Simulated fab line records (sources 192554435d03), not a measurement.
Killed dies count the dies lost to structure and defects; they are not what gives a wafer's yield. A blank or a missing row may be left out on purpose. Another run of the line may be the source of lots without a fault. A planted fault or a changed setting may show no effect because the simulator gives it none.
Split-lot experiment	flow n5Finfet	7 lots, 39 wafers read, on a route of 1938 steps

THE SPLIT ITSELF
At N5_BEOL_M10_HM_DEP_02 (deposits TiN, target thk 20 nm), the setting targetThkA was moved away from the recipe's 200 angstrom on 15 of the 39 wafers read, by +20.2% to +41.4%. This setting was run at the recipe's value on the other wafers.

FROM THE SPLIT TO THE READING: what the file shows between them, 4 steps
- N5_BEOL_M10_COAT_59: time 60 s, resist thk 100 nm
- N5_BEOL_M10_COAT_60: time 60 s, resist thk 30 nm
- N5_BEOL_M10_STRIP_68: strips in N2/H2
- N5_BEOL_M10_STRIP_67: strips in CF4

THE READING
oesProductAu, in a.u., at N5_BEOL_M10_HM_OPEN_17 (chemistry Cl2/BCl3, target TiN, target depth 20 nm, overetch 6 nm). A value of 0.71 a.u. with a standard deviation of 0.035 a.u. is what fault-free wafers of this fab line usually give.

wafer	tool, chamber at the split	targetThkA as run, angstrom	against the recipe	oesProductAu, a.u.	against lot-mates on the recipe
L079.1	pvdSputter-02, -	200	recipe	0.71	-
L079.2	pvdSputter-02, -	200	recipe	0.73	-
L079.3	pvdSputter-02, -	240.5	+20.2%	0.80	+0.08
L079.4	pvdSputter-02, -	240.5	+20.2%	0.81	+0.09
L079.5	pvdSputter-02, -	240.5	+20.2%	0.81	+0.09
L079.6	pvdSputter-02, -	200	recipe	0.72	-
L083.1	pvdSputter-01, -	253	+26.5%	0.81	+0.10
L083.2	pvdSputter-01, -	200	recipe	0.71	-
L083.3	pvdSputter-01, -	253	+26.5%	0.81	+0.10
L083.4	pvdSputter-01, -	200	recipe	0.70	-
L083.5	pvdSputter-01, -	200	recipe	0.71	-
L083.6	pvdSputter-01, -	253	+26.5%	0.81	+0.10
L085.1	pvdSputter-01, -	200	recipe	0.70	-
L085.2	pvdSputter-01, -	282.9	+41.4%	0.88	+0.17
L085.3	pvdSputter-01, -	200	recipe	0.72	-
L085.4	pvdSputter-01, -	282.9	+41.4%	0.87	+0.16
L085.5	pvdSputter-01, -	200	recipe	0.71	-
L085.6	pvdSputter-01, -	282.9	+41.4%	0.87	+0.16
L089.1	pvdSputter-03, -	200	recipe	0.75	-
L089.2	pvdSputter-03, -	200	recipe	0.72	-
L089.3	pvdSputter-03, -	200	recipe	0.74	-
L089.4	pvdSputter-03, -	253.1	+26.6%	0.81	+0.07
L089.5	pvdSputter-03, -	253.1	+26.6%	0.86	+0.12
L089.6	pvdSputter-03, -	253.1	+26.6%	0.82	+0.08
L095.1	pvdSputter-01, -	200	recipe	0.73	-
L095.2	pvdSputter-01, -	200	recipe	0.72	-
L095.3	pvdSputter-01, -	200	recipe	0.74	-
L095.4	pvdSputter-01, -	200	recipe	0.72	-
L095.5	pvdSputter-01, -	200	recipe	0.74	-
L095.6	pvdSputter-01, -	200	recipe	0.70	-
L094.1	pvdSputter-03, -	256.4	+28.2%	0.82	+0.11
L094.2	pvdSputter-03, -	200	recipe	0.71	-
L094.3	pvdSputter-03, -	200	recipe	0.72	-
L094.4	pvdSputter-03, -	256.4	+28.2%	0.81	+0.10
L094.5	pvdSputter-03, -	256.4	+28.2%	0.81	+0.10
L094.6	pvdSputter-03, -	200	recipe	0.71	-
L096.1	pvdSputter-01, -	200	recipe	0.68	-
L096.5	pvdSputter-01, -	200	recipe	0.62	-
L096.6	pvdSputter-01, -	200	recipe	0.69	-

THE FIT
A straight line over all 39 wafers: oesProductAu changes by +0.00393 a.u. for each +1% of targetThkA; r = +0.93; the points scatter about the line by 0.022 a.u.
The same after taking each lot's own level away (the mean of its wafers on the recipe; 39 wafers): +0.00382 a.u. for each +1%; r = +0.97; scatter 0.014 a.u.
On that fit, the largest move of targetThkA shifts the reading by 0.16 a.u.
From 0.663 to 0.737 a.u.: that is the span of the lots' own levels, equal to 2.1 times the standard deviation above.
The two slopes agree, so the slope changes little with the lot-to-lot level.
Check: with one of the wafers moved furthest among these (+41.4%) left out of the fit, the line predicts +0.157 a.u. for it against its lot-mates. Against them it came out at +0.17 a.u.

THESE WAFERS: OTHER SPLITS
Other splits were also applied to these wafers ahead of the reading. Each is held against what the fit with the lots' levels taken away leaves over:
other split on the same wafers	wafers away from the commonest value	r with oesProductAu (lot level and that fit taken away)
N5_BEOL_M7_TRENCH_ETCH_37 timeS	15	+0.06

THE WHOLE CHAIN: every reading that the file lists as answering this split, in the file's order
step	what it does	reading	change (the file's fit)	r (the file's)
N5_BEOL_M10_HM_DEP_02	deposits TiN, target thk 20 nm	TiN_of_BEOL_M10_HM_DEP_02.thkNm (the simulator's own value, which no gauge read)	+0.201 nm for each +1% of the setting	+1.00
N5_BEOL_M10_HM_OPEN_17	chemistry Cl2/BCl3, target TiN, target depth 20 nm, overetch 6 nm	oesProductAu	+0.00384 a.u. for each +1% of the setting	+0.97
N5_BEOL_M10_HM_OPEN_17	chemistry Cl2/BCl3, target TiN, target depth 20 nm, overetch 6 nm	etch.depthNm (the simulator's own value, which no gauge read)	+0.188 nm for each +1% of the setting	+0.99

THE FILE'S OWN FIT
oesProductAu changes by +0.00384 a.u. for each +1% of targetThkA, r = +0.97.
